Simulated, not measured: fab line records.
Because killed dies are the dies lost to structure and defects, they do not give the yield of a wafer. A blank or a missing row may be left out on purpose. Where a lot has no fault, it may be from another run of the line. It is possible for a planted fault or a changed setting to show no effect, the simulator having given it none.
The tool behind it: which one? :: flow n5 finfet :: 30 wafers sampled from 10 lots at 1 step of a route of 1938

== WHAT THE GAUGES SHOWED, per wafer ==
N5_BEOL_M4_RC_MEAS_101.
lot: L348
measured: day 8 23:30
on: prober-01
DIBL_N (mV/V): 36.3 35.8 38.5

lot: L351
measured: day 10 02:00
on: prober-02
DIBL_N (mV/V): 32.7 34.2 35.7

lot: L354
measured: day 10 05:17
on: prober-01
DIBL_N (mV/V): 37.1 38.0 40.5

lot: L355
measured: day 11 02:52
on: prober-01
DIBL_N (mV/V): 36.3 36.3 39.2

lot: L359
measured: day 11 10:07
on: prober-01
DIBL_N (mV/V): 35.5 33.3 35.3

lot: L361
measured: day 12 00:50
on: prober-02
DIBL_N (mV/V): 37.1 34.1 35.4

lot: L362
measured: day 12 11:57
on: prober-01
DIBL_N (mV/V): 35.5 32.1 34.3

lot: L364
measured: day 12 22:46
on: prober-01
DIBL_N (mV/V): 37.1 35.1 37.7

lot: L369
measured: day 14 06:26
on: prober-01
DIBL_N (mV/V): 37.2 37.9 39.3

lot: L368
measured: day 14 07:43
on: prober-02
DIBL_N (mV/V): 37.5 37.7 36.6

== WHAT TOOL EACH LOT RAN ON (gives the tool, then ch and the chambers of the sampled wafers, and finally the start) ==
Before these readings, the record contains no process step.

== THE ANSWER, worked out from the rows above alone ==
Rule: what is usual is taken from the lots themselves. The widest of any qualifying gaps counts: lots, ordered by their means at a reading, are off when they make up no more than a third of the lots, leave a main group of 4 or more, and stand apart from it by 3 or more times the standard deviation of that group's means. A main group is skipped when, at the precision printed for the reading in the tables above, its means are all equal. Also off: a lot with no number at a reading for which 4 or more lots have one. Where the step has rows for the other lots, those lots are counted as sound.
Across all readings shown, no lot is off: no conclusion can be drawn from this.

== WHAT THE SIMULATOR PUT IN ==
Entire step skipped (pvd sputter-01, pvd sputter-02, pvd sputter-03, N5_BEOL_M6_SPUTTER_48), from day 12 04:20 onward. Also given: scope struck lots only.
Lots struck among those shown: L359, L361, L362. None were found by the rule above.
